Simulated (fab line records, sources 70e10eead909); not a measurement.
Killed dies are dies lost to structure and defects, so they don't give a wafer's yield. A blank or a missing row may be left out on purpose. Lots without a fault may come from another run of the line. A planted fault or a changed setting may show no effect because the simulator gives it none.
A struck lot beside a sound one | flow nand_harc | 17 steps out of a route of 1159
Sound: wafers L543.1, L543.5, L543.6. Struck: wafers L548.1, L548.3, L548.4. The cause comes at the end.
At each step with rows: each side's tool, then ch and its chambers, then its first start. Under that, the readings that differ: sound wafers | struck wafers | difference of the means | sigmas: that difference in standard deviations of wafers without a fault.
alike: readings whose means differ by less than 2 such deviations, and words and numbers that are the same on both sides. not compared: withheld readings, readings that some wafer has no value for, bounds like >300 that may hide the same value, and numbers for which the record gives no deviation and whose values overlap.
The two part at a step that has a row with sigmas, a row that says differs or no value, or rows on one side only. Numbers that don't overlap but have no deviation are shown without sigmas and don't part them. A reading that every wafer of one side lacks parts them only if that side has two wafers or more.

NHARC_P_M2_INSPECT_11:
  sound on defect_inspect-01, day 6 06:40; struck on defect_inspect-02, day 7 18:19
  alike: raw_defect_count
then, 2 steps without rows for these wafers: NHARC_P_M2_DESCUM_14 (chemistry O2, time 3 s); NHARC_P_M2_ETCH_35 (etches the open film in N2/H2, target depth 40 nm, overetch 12 nm, time 43.94 s).
NHARC_P_M2_ETCH_15: etches the open film in C4F8/Ar, target depth 182.5 nm, time 91.2 s.
  sound on rie_diel-13 ch 1,2,3; struck on rie_diel-13 ch 0,1,2
  alike: oes_product_au, rf_vpp_V
  not compared: rf_hours_counter_h
NHARC_P_M2_CD_MEAS_16:
  sound on cd_sem-01, day 6 07:01; struck on cd_sem-03, day 7 18:42
  alike: cd_nm
NHARC_P_M2_STRIP_18: strips in N2/H2.
  sound on rie_diel-10 ch 0,2,3, day 6 07:09; struck on rie_diel-13 ch 1,2,3, day 7 18:47
  reading               | sound             | struck            | difference | sigmas
  oes_product_au (a.u.) | 0.997 0.990 0.989 | 1.017 1.003 1.015 | +0.020     | +2
  alike: drypump_motor_current_A, rf_vpp_V, showerhead_plenum_p_Torr, throttle_valve_pct
  not compared: rf_hours_counter_h
then, 3 steps without rows for these wafers: NHARC_P_M2_ETCH_28 (etches the open film in CF4/N2, target depth 30 nm, time 72.99 s); NHARC_P_M2_STRIP_19 (strips in post etch residue remover, time 600 s); NHARC_P_M2_DEGAS_29 (time 60 s).
NHARC_P_M2_PRE_CLEAN_30: time 30 s.
  sound on pvd_sputter-02; struck on pvd_sputter-02
  alike: heater_power_w
then, 1 step without rows for these wafers: NHARC_P_M2_PVD_20 (deposits TaN, target thk 5 nm, time 8.06 s).
NHARC_P_M2_PVD_21: deposits Cu, target thk 30 nm, time 20.49 s.
  sound on pvd_sputter-02; struck on pvd_sputter-02
  alike: cathode_dc_power_W, throttle_valve_pct
NHARC_P_M2_ECD_22: material Cu, target thk 400 nm.
  sound on ecd_cu-01 ch 0,1, day 6 08:06; struck on ecd_cu-01 ch 0,1, day 7 19:51
  no value came back on the struck wafers for bath_heat_duty_pct (%), bath_temp_c (C); on the sound wafers bath_heat_duty_pct (%) reads 5.0 6.0 6.8
NHARC_P_M2_ANNEAL_31: time 90 s.
  sound on rtp_anneal-01 ch 0, day 6 08:28; struck on rtp_anneal-02 ch 0, day 7 20:11
  reading          | sound             | struck            | difference | sigmas
  wafer_temp_C_max | 227.5 226.7 226.7 | 225.8 225.9 226.1 | -1.0       | -2
NHARC_P_M2_CMP_23: polishes, t overpolish 20 s, target thk 144.3 nm.
  sound on cmp-01 ch 0,1,2, day 6 08:54; struck on cmp-02 ch 0,2,3, day 7 20:31
  reading                | sound          | struck      | difference | sigmas
  time_to_endpoint_s (s) | 23.6 29.5 26.8 | 0.0 0.0 0.0 | -26.6      | -10
  alike: motor_current_A
NHARC_P_M2_THK_MEAS_24: measures by xrf.
  sound on film_metro-01, day 6 09:08; struck on film_metro-02, day 7 20:50
  reading     | sound             | struck         | difference | sigmas
  thk_nm (nm) | 143.4 141.3 142.1 | 30.4 29.4 30.4 | -112.2     | -80
then, 1 step without rows for these wafers: NHARC_P_M2_SRD_25.

WHERE THEY PART
First at NHARC_P_M2_STRIP_18; last, within this record, at NHARC_P_M2_THK_MEAS_24.

WHY: what the simulator had put in
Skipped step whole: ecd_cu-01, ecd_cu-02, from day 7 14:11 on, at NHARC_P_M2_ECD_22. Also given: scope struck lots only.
